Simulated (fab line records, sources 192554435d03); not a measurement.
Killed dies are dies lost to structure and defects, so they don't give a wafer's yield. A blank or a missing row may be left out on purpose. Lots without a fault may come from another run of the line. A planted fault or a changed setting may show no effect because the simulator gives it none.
Chamber matching | flow n5_finfet | N5_BEOL_M7_STRIP_19 on rie_diel-03: 4 sister chambers
The step strips in O2. 14 wafers are shown with their chamber, then 7 later ones without.

WAFERS WITH THEIR CHAMBER
wafer  | chamber | throttle_valve_pct (%) | oes_product_au (a.u.) | showerhead_plenum_p_Torr (Torr)
L074.1 | 2       | 16.49                  | 0.71                  | 2.08
L074.2 | 1       | 16.95                  | 0.72                  | 2.11
L074.3 | 0       | 16.75                  | 0.69                  | 1.96
L075.1 | 1       | 16.97                  | 0.71                  | 2.11
L075.3 | 2       | 16.53                  | 0.71                  | 2.08
L075.5 | 2       | 16.50                  | 0.72                  | 2.08
L080.2 | 2       | 16.53                  | 0.70                  | 2.08
L080.3 | 3       | 16.88                  | 0.71                  | 2.00
L080.6 | 1       | 16.98                  | 0.71                  | 2.11
L081.1 | 1       | 17.00                  | 0.70                  | 2.11
L081.3 | 3       | 16.88                  | 0.71                  | 2.00
L081.5 | 3       | 16.91                  | 0.72                  | 2.00
L088.2 | 3       | 16.90                  | 0.71                  | 1.99
L088.3 | 0       | 16.32                  | 0.97                  | 2.22

SIGNATURES (means of the wafers above)
reading                  | chamber 0 | chamber 1 | chamber 2 | chamber 3 | scatter within a chamber
throttle_valve_pct       | 16.5350   | 16.9750   | 16.5125   | 16.8925   | 0.0978
oes_product_au           | 0.8300    | 0.7100    | 0.7100    | 0.7125    | 0.063
showerhead_plenum_p_Torr | 2.0900    | 2.1100    | 2.0800    | 1.9975    | 0.0582
Rule: a wafer's distance from a chamber is the root of the sum, over the readings, of the square of ((its reading less the chamber's mean) divided by the reading's scatter). The wafer belongs to the nearest chamber; if the next one is less than 2 further off, it can't be placed. The scatter: the root of (the sum of the squares of (reading less its chamber's mean) over the shown wafers, divided by (wafers less chambers)).

WAFERS WITHOUT THEIR CHAMBER
wafer  | throttle_valve_pct (%) | oes_product_au (a.u.) | showerhead_plenum_p_Torr (Torr)
L088.5 | 16.58                  | 0.69                  | 2.07
L087.2 | 16.93                  | 0.71                  | 1.99
L087.3 | 16.57                  | 0.69                  | 2.07
L087.5 | 16.93                  | 0.70                  | 1.99
L097.1 | 17.05                  | 0.69                  | 2.10
L097.2 | 16.93                  | 0.69                  | 1.99
L097.6 | 16.37                  | 0.89                  | 2.21

WHICH CHAMBER EACH WENT THROUGH
wafer  | from the rows above     | in truth
L088.5 | can't be placed: 2 or 0 | 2
L087.2 | can't be placed: 3 or 1 | 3
L087.3 | can't be placed: 2 or 0 | 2
L087.5 | can't be placed: 3 or 1 | 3
L097.1 | can't be placed: 1 or 3 | 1
L097.2 | can't be placed: 3 or 1 | 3
L097.6 | can't be placed: 0 or 2 | 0
Placed correctly: 0 of 7. Can't be placed from these rows: 7 (the true chamber is among the candidates in 7). Placed wrongly: 0.
